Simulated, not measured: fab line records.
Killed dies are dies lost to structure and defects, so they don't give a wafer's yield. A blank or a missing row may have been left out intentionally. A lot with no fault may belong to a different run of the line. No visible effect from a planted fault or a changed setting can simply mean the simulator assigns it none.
Chamber matching ; flow n5_finfet ; N5_MOL_CONTACT_COAG_ETCH_59 on rie_diel-01: 4 sister chambers
The step etches underlayer in N2/H2, target depth 13 nm, time 10.4 s. 8 wafers are shown with their chamber, then 10 later ones without.

== WAFERS PAIRED WITH THEIR CHAMBERS ==
wafer;chamber;drypump_motor_current_A (A);throttle_valve_pct (%)
L077.6;0;6.5;17.72
L079.1;1;5.6;18.06
L079.5;2;5.0;17.72
L080.1;3;5.2;18.13
L080.3;2;5.0;17.73
L080.5;1;5.7;18.03
L081.2;3;5.2;18.14
L081.5;0;6.5;17.74

== WAFERS WITHOUT THEIR CHAMBER ==
wafer;drypump_motor_current_A (A);throttle_valve_pct (%)
L081.6;5.6;18.04
L085.2;6.5;17.75
L085.3;5.0;17.74
L085.4;5.2;18.16
L092.1;6.5;17.78
L092.2;5.7;18.12
L092.6;6.5;17.77
L094.1;6.4;17.79
L094.2;5.6;18.12
L094.3;5.2;18.18

== WHICH CHAMBER EACH WENT THROUGH ==
wafer;from the rows above;in truth
L081.6;1;1
L085.2;0;0
L085.3;2;2
L085.4;3;3
L092.1;0;0
L092.2;1;1
L092.6;0;0
L094.1;0;0
L094.2;1;1
L094.3;3;3
Correctly placed: 10 of 10. Number that these rows cannot place: 0. 0 placed wrongly.
How it was worked out, from the rows above alone: a wafer's distance from a chamber is the root of the sum, over the readings, of the square of ((its reading less the chamber's mean) divided by the reading's scatter). The wafer belongs to the nearest chamber; if the next one is less than 2 further off, it can't be placed. For every chamber, the mean is computed from those of its wafers that are shown. The scatter is the square root of a quotient: the sum, over the shown wafers, of each reading's squared deviation from its chamber's mean, divided by wafers minus chambers.
